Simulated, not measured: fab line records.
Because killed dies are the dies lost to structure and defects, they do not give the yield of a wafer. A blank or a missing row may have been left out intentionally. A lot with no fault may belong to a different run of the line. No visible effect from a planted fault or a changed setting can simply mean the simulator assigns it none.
A struck lot beside a sound one	flow nandHarc	14 out of 1302 route steps
Sound: these wafers, L514.3, L514.4, L514.6. Wafers struck: L524.2, L524.4, L524.6. At the end, the cause is stated.
Per side, at each step with rows, come the tool, then ch with its chambers, and then its first start. Under that, the readings that differ: sound wafers	struck wafers	difference of the means	sigmas: that difference in standard deviations of wafers without a fault.
alike: words and numbers the same on both sides, and readings whose means are apart by under 2 such deviations; not compared: readings that were withheld, readings missing a value for some wafer, numbers with overlapping values and no deviation given by the record, and bounds like >300 which may hide the same value.
The two part at a step that has a row with sigmas, a row that says differs or no value, or rows on one side only. Non-overlapping numbers with no deviation appear without sigmas and do not part them. A reading missing from all wafers of one side parts the sides only when that side holds two or more wafers.

NHARC_A_STAIRCASE_HM_OPEN_463: chemistry O2/COS.
  sound on rieDiel-13 ch 0,2,3; struck on rieDiel-12 ch 1,2
  alike: drypumpMotorCurrentA, oesProductAu, rfVppV, showerheadPlenumPTorr, throttleValvePct
  not compared: rfHoursCounterH
then, 1 step without rows for these wafers: NHARC_A_STAIRCASE_STRIP_464 (strips in O2/COS).
NHARC_A_STAIRCASE_ETCH_453: etches the open film in CF4/O2, target depth 30 nm, overetch 3 nm, time 16.5 s.
  sound on rieDiel-13 ch 0,2,3; struck on rieDiel-12 ch 0,1,2
  alike: drypumpMotorCurrentA, oesProductAu, rfVppV, showerheadPlenumPTorr, throttleValvePct
  not compared: rfHoursCounterH
NHARC_A_STAIRCASE_ETCH_315: etches the open film in C4F8/O2/Ar, target depth 2500 nm, time 607.1 s.
  sound on rieDiel-13 ch 1,2,3; struck on rieDiel-12 ch 1,2
  alike: oesProductAu, rfVppV
  not compared: rfHoursCounterH
then, 4 steps without rows for these wafers: NHARC_A_STAIRCASE_STRIP_316 (strips in O2); NHARC_A_STAIRCASE_STRIP_317 (strips in SPM, time 900 s); NHARC_A_STAIRCASE_PRECLEAN_318 (cleans in SC1); NHARC_A_STAIRCASE_SRD_329.
NHARC_A_STAIRCASE_ALD_415: deposits SiO2, target thk 30 nm, pulse time 6 s, ald cycles 300.
  sound on aldHk-03 ch 0,1,2, day 19 23:17; struck on aldHk-01 ch 1,2, day 23 22:33
  alike: heaterPowerW, precursorPulseHeightRel
NHARC_A_STAIRCASE_ETCHBACK_416: etches the open film in C4F8/O2/Ar, target depth 36 nm, time 7.2 s.
  sound on rieDiel-13 ch 0,2,3; struck on rieDiel-12 ch 0,2,3
  alike: oesProductAu, rfVppV
  not compared: rfHoursCounterH
then, 1 step without rows for these wafers: NHARC_A_STAIRCASE_STRIP_476 (strips in O2, time 20 s).
NHARC_A_STAIRCASE_DEP_417: deposits Si3N4, target thk 60 nm.
  sound on pecvd-02 ch 1,2, day 20 01:22; struck on pecvd-02 ch 0,1, day 24 01:19
  no value came back on the struck wafers for heaterPowerOuterW (W), heaterPowerW (W); on the sound wafers heaterPowerOuterW (W) reads 359 385 382
then, 1 step without rows for these wafers: NHARC_A_STAIRCASE_WET_418 (chemistry H3PO4, target depth 20 nm).
-- break in the record here, with 8 days between the starts of the struck wafers on either side (left off in module A_STAIRCASE, picked up again in module END, where the first step shown is number 1302 on the route) --
NHARC_END_SORT_01:
  sound on prober-02 ch 0, day 27 11:29; struck on prober-02 ch 0, day 31 13:47
reading	sound	struck	difference	sigmas
hold	- - -	awaitDispo/12.9h/scrap awaitDispo/12.9h/scrap awaitDispo/12.9h/scrap	no value on the sound wafers	
killedAtArray	47 50 46	674 674 674	+626	+35
killedDies	48 54 48	677 677 677	+627	+35
  alike: killedAtOther, killedAtPeriphery, killedOpen, killedShort

WHERE THEY PART
Earliest at NHARC_A_STAIRCASE_DEP_417; latest, in this record, at NHARC_END_SORT_01.

WHY: whatever the simulator had introduced
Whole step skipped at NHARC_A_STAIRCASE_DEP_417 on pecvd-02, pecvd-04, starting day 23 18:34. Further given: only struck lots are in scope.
